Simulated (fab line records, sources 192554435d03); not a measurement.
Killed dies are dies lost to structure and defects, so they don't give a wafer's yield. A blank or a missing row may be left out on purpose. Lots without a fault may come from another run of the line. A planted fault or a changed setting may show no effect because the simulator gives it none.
A struck lot beside a sound one | flow n5_finfet | 36 steps out of a route of 1938
Sound: wafers L775.2, L775.4, L775.6. Struck: wafers L790.2, L790.3, L790.6. The cause comes at the end.
At each step with rows: each side's tool, then ch and its chambers, then its first start. Under that, the readings that differ: sound wafers | struck wafers | difference of the means | sigmas: that difference in standard deviations of wafers without a fault.
alike: readings whose means differ by less than 2 such deviations, and words and numbers that are the same on both sides. not compared: withheld readings, readings that some wafer has no value for, bounds like >300 that may hide the same value, and numbers for which the record gives no deviation and whose values overlap.
The two part at a step that has a row with sigmas, a row that says differs or no value, or rows on one side only. Numbers that don't overlap but have no deviation are shown without sigmas and don't part them. A reading that every wafer of one side lacks parts them only if that side has two wafers or more.

first, 9 steps without rows for these wafers: N5_WELL_APT_COAT_19 (resist thk 950 nm); N5_WELL_APT_EBR_21; N5_WELL_APT_SOFTBAKE_20 (time 60 s); N5_WELL_APT_EXPOSE_22 (exposes mask PWELL, defocus 0 nm, target cd 200 nm); N5_WELL_APT_PEB_23 (peb time 90 s); N5_WELL_APT_DEVELOP_24 (develop time 45 s); N5_WELL_APT_HARDBAKE_29 (time 120 s); N5_WELL_APT_DESCUM_30 (chemistry O2, time 7.9 s); N5_WELL_APT_IMPLANT_31.
N5_WELL_APT_IMPLANT_32:
  sound on implanter-01 ch 0, day 2 03:16; struck on implanter-01 ch 0, day 5 21:32
  reading            | sound                           | struck                           | difference  | sigmas
  dose_ions_cm2      | 2.0027e+13 2.003e+13 2.0028e+13 | 2.8897e+13 2.8908e+13 2.8899e+13 | +8.8730e+12 | +99 or more
  faraday_current_uA | 264 246 242                     | 356 364 372                      | +113        | +21
  alike: tilt_deg
then, 25 steps without rows for these wafers: N5_WELL_APT_STRIP_33 (strips in SPM, time 900 s); N5_WELL_APT_RTA_34 (time 10 s); N5_WELL_APT_OXIDE_STRIP_42 (strips SiO2 in dHF, time 45 s, target depth 12 nm); N5_WELL_APT_PRECLEAN_36 (cleans in O3/DIW, time 45 s); N5_WELL_APT_PRECLEAN_39 (cleans in dHF, time 60 s); N5_WELL_APT_SRD_37 (time 30 s); N5_WELL_APT_EPI_41 (deposits Si from SiH4/H2, target thk 50 nm, time 297.7 s); N5_PMOS_HMC_CHANNEL_EPI_HM_DEP_34 (deposits SiO2 from TEOS/O2, target thk 36 nm, time 6.9 s); N5_PMOS_HMC_CHANNEL_EPI_COAT_31 (time 60 s, resist thk 66 nm); N5_PMOS_HMC_CHANNEL_EPI_COAT_03 (resist thk 205 nm); N5_PMOS_HMC_CHANNEL_EPI_EBR_05; N5_PMOS_HMC_CHANNEL_EPI_SOFTBAKE_04 (time 60 s); N5_PMOS_HMC_CHANNEL_EPI_EXPOSE_06 (exposes mask PMOS HMC BLK, target cd 240 nm); N5_PMOS_HMC_CHANNEL_EPI_PEB_07 (peb time 60 s); N5_PMOS_HMC_CHANNEL_EPI_DEVELOP_08 (develop time 30 s); N5_PMOS_HMC_CHANNEL_EPI_DESCUM_14 (chemistry O2, time 7.9 s); N5_PMOS_HMC_CHANNEL_EPI_ETCH_32 (etches BARC in N2/H2, stops on SiO2, target depth 85.8 nm, time 50.3 s); N5_PMOS_HMC_CHANNEL_EPI_HM_OPEN_15 (chemistry CHF3/O2, target SiO2, target depth 40.6 nm, time 20.3 s); N5_PMOS_HMC_CHANNEL_EPI_STRIP_33 (strips in N2/H2); N5_PMOS_HMC_CHANNEL_EPI_STRIP_17 (strips in SPM, time 750 s); N5_PMOS_HMC_CHANNEL_EPI_ETCH_38 (etches SiO2 in CF4, target depth 1.5 nm); N5_PMOS_HMC_CHANNEL_EPI_FIN_RECESS_16 (chemistry HBr/Cl2, target Si, target depth 54 nm, time 18 s); N5_PMOS_HMC_CHANNEL_EPI_PRECLEAN_36 (cleans in O3/DIW, time 45 s); N5_PMOS_HMC_CHANNEL_EPI_PRECLEAN_18 (cleans in DHF, time 30 s); N5_PMOS_HMC_CHANNEL_EPI_SRD_19 (time 30 s).
-- the record jumps here: 8 days lie between the struck wafers' starts before and after (it left off in module PMOS_HMC_CHANNEL_EPI and takes up again in module BEOL_M4, whose first step shown is number 1111 of the route) --
N5_BEOL_M4_RC_MEAS_101:
  sound on prober-01 ch 0, day 8 20:02; struck on prober-02 ch 0, day 13 11:48
  reading           | sound          | struck         | difference | sigmas
  CJ_N              | 4.29 4.34 4.29 | 5.20 5.27 5.27 | +0.94      | +15
  RS_PWELL (ohm/sq) | 3003 3040 3010 | 2961 2931 2951 | -70        | -3
  alike: DIBL_N, DIBL_P, IOFF_N, IOFF_P, ION_N, ION_P, SS_N, SS_P, VT_N, VT_P

WHERE THEY PART
First at N5_WELL_APT_IMPLANT_32; last, within this record, at N5_BEOL_M4_RC_MEAS_101.

WHY: what the simulator had put in
Process parameter drift: implanter-01, from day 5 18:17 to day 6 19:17, at N5_WELL_APT_IMPLANT_32. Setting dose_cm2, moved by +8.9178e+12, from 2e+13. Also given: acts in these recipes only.
